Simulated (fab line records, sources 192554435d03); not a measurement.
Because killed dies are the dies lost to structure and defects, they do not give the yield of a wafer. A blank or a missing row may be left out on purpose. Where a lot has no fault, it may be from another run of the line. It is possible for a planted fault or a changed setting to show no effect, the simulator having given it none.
Chamber matching	flow n5-finfet	rie-diel-05 running N5_BEOL_M14_STRIP_37: 4 sister chambers
The step strips in O2. 4 wafers are shown with their chamber, then 8 later ones without.

EACH WAFER AND ITS CHAMBER
wafer	chamber	showerhead-plenum-p-Torr (Torr)
L075.5	3	2.06
L087.4	0	1.89
L087.6	1	2.23
L088.1	2	2.22

WAFERS WITHOUT THEIR CHAMBER
wafer	showerhead-plenum-p-Torr (Torr)
L088.5	1.89
L088.6	2.05
L093.1	2.23
L093.3	1.88
L093.4	2.23
L096.1	1.88
L096.4	2.22
L096.5	2.22

CHAMBER TAKEN BY EACH
wafer	from the rows above	in truth
L088.5	0	0
L088.6	3	3
L093.1	can't be placed: 1 or 2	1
L093.3	0	0
L093.4	can't be placed: 1 or 2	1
L096.1	0	0
L096.4	can't be placed: 2 or 1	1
L096.5	can't be placed: 2 or 1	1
Placed correctly: 4 of 8. These rows do not allow placing 4 (true chamber among the candidates in 4). 0 placed wrongly.
How it was worked out, from the rows above alone: a wafer's distance from a chamber is the root of the sum, over the readings, of the square of ((its reading less the chamber's mean) divided by the reading's scatter). If the next closest chamber is less than 2 further off than the closest, the wafer can't be placed; otherwise it belongs to the closest. For every chamber, the mean is computed from those of its wafers that are shown. The scatter: with one shown wafer a chamber, the root of the mean of the squares of how far each hidden wafer lies from its nearest shown one.
